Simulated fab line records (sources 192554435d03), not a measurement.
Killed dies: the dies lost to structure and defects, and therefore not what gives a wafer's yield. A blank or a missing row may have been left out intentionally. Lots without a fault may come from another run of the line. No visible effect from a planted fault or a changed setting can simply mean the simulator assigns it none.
Chamber matching :: flow n5Finfet :: N5_BEOL_M9_STRIP_36 on rieDiel-06 has 4 sister chambers
The step strips in N2/H2. 4 wafers are shown with their chamber, then 8 later ones without.

== WAFERS PAIRED WITH THEIR CHAMBERS ==
wafer: L084.3
chamber: 1
showerheadPlenumPTorr (Torr): 2.41

wafer: L086.1
chamber: 2
showerheadPlenumPTorr (Torr): 2.51

wafer: L086.3
chamber: 3
showerheadPlenumPTorr (Torr): 2.41

wafer: L091.2
chamber: 0
showerheadPlenumPTorr (Torr): 2.46

== WAFERS WITHOUT THEIR CHAMBER ==
wafer: L091.3
showerheadPlenumPTorr (Torr): 2.41

wafer: L091.6
showerheadPlenumPTorr (Torr): 2.46

wafer: L094.1
showerheadPlenumPTorr (Torr): 2.40

wafer: L094.2
showerheadPlenumPTorr (Torr): 2.46

wafer: L094.4
showerheadPlenumPTorr (Torr): 2.40

wafer: L096.3
showerheadPlenumPTorr (Torr): 2.45

wafer: L096.5
showerheadPlenumPTorr (Torr): 2.40

wafer: L096.6
showerheadPlenumPTorr (Torr): 2.45

== CHAMBER TAKEN BY EACH ==
wafer: L091.3
from the rows above: can't be placed: 1 or 3
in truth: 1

wafer: L091.6
from the rows above: 0
in truth: 0

wafer: L094.1
from the rows above: can't be placed: 1 or 3
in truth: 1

wafer: L094.2
from the rows above: 0
in truth: 0

wafer: L094.4
from the rows above: can't be placed: 1 or 3
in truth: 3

wafer: L096.3
from the rows above: 0
in truth: 0

wafer: L096.5
from the rows above: can't be placed: 1 or 3
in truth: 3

wafer: L096.6
from the rows above: 0
in truth: 0
4 of 8 placed correctly. From these rows, 4 cannot be placed; in 4 the true chamber is one of the candidates. Placed wrongly: 0.
How it was worked out, from the rows above alone: a wafer's distance from a chamber is the root of the sum, over the readings, of the square of ((its reading less the chamber's mean) divided by the reading's scatter). The wafer belongs to the nearest chamber; if the next one is less than 2 further off, it can't be placed. For every chamber, the mean is computed from those of its wafers that are shown. The scatter (one wafer shown for each chamber): square how far every hidden wafer sits from the nearest shown wafer, average those squares and take the square root.
